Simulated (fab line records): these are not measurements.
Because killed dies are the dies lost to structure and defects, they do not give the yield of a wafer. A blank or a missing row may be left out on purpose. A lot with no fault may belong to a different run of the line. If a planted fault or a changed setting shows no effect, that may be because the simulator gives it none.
One fault seen from 3 desks | flow nand_harc | each desk has only its own numbers; what lay behind them comes last

## METROLOGY DESK
What the gauges read for every lot (on any tool): the sampled wafers with a number, averaged. A lot is out of limits, marked OUT, if its mean lies more than 4 standard deviations from the usual mean; the brackets give that distance.
Columns: A = thk_nm at NHARC_A_SOURCE_PLATE_THK_MEAS_09, usual 9.9 nm
lot  | first seen here | A
L119 | day 6 11:08     | 10.2
L121 | day 7 21:29     | 9.5
L123 | day 7 21:29     | 7.9
L122 | day 7 21:30     | 10.9
L125 | day 8 06:05     | 10.6
L129 | day 9 11:08     | 9.8
L132 | day 10 00:26    | 10.6
L134 | day 10 10:01    | 10.2
L136 | day 11 05:43    | 9.0
L137 | day 11 11:56    | 10.3
L142 | day 12 11:40    | 9.8
L140 | day 12 11:40    | 10.3
This desk's verdict: no lot among the 12 shows anything out of limits.

## DESK OF THE TOOL OWNER: har_etch-01
The tool's own readings at NHARC_A_CHANNEL_HOLE_D1_ETCH_33 (etches the open film in C4F8/O2/Ar, time 90 s, target depth 400 nm): means of the sampled wafers that have a number, for each lot that ran on this tool. A lot is out of limits, marked OUT, if its mean lies more than 4 standard deviations from the usual mean; the brackets give that distance.
Columns: A = bias_v at NHARC_A_CHANNEL_HOLE_D1_ETCH_33, usual 400 V; B = drypump_motor_current_A at NHARC_A_CHANNEL_HOLE_D1_ETCH_33, usual 5.7 A; C = showerhead_plenum_p_Torr at NHARC_A_CHANNEL_HOLE_D1_ETCH_33, usual 3.80 Torr; D = throttle_valve_pct at NHARC_A_CHANNEL_HOLE_D1_ETCH_33, usual 27.618 %
lot  | first seen here | A   | B   | C    | D
L122 | day 9 08:09     | 399 | 5.7 | 3.81 | 27.611
L125 | day 9 22:43     | 399 | 5.4 | 3.86 | 27.620
L132 | day 11 12:19    | 402 | 5.7 | 3.80 | 27.618
L134 | day 11 21:44    | 399 | 5.8 | 3.75 | 27.618
This desk's verdict: no lot among the 4 shows anything out of limits.

## THE DEFECT DESK
For each lot, the counts of the inspections along the route, averaged over the sampled wafers that have a number. A lot is out of limits, marked OUT, if its mean lies more than 4 standard deviations from the usual mean; the brackets give that distance.
Columns: A = raw_defect_count at NHARC_A_CHANNEL_HOLE_D1_INSPECT_12, usual 7; B = raw_defect_count at NHARC_A_CHANNEL_HOLE_D1_INSPECT_40, usual 59
lot  | first seen here | A  | B
L119 | day 7 15:43     | 5  | 44
L123 | day 9 02:40     | 9  | 58
L122 | day 9 02:53     | 9  | 62
L121 | day 9 03:32     | 8  | 51
L125 | day 9 16:29     | 6  | 90
L129 | day 10 22:41    | 7  | 45
L132 | day 11 07:02    | 4  | 911 (+53) OUT
L134 | day 11 16:30    | 7  | 870 (+51) OUT
L137 | day 12 15:57    | 12 | 70
L136 | day 12 17:50    | 7  | 63
L140 | day 13 18:38    | 7  | 37
L142 | day 13 20:08    | 5  | 72
This desk finds L132, L134 out of limits, L132 being first, at day 11 14:01 (raw_defect_count at NHARC_A_CHANNEL_HOLE_D1_INSPECT_40). Within limits: L119, L123, L122, L121, L125, L129, L137, L136, L140, L142.

## BROUGHT TOGETHER
The defect desk could have raised an alarm at day 11 14:01, on L132, L134.
From the metrology desk's view, nothing was out of limits.
Nothing out of limits was seen by the tool owner's desk.
The metrology desk holds a record of L132, L134, inside its limits.
On record at the tool owner's desk: L132, L134, within its limits.
NHARC_A_CHANNEL_HOLE_D1_ETCH_33 was run on har_etch-01 by each of the lots named.

## WHAT THE SIMULATOR HAD INSERTED
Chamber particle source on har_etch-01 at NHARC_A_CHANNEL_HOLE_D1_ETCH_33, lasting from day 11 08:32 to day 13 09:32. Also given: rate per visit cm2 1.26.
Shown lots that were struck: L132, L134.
Hours from the fault's start to each desk's first reading out of limits: the defect desk, 5.
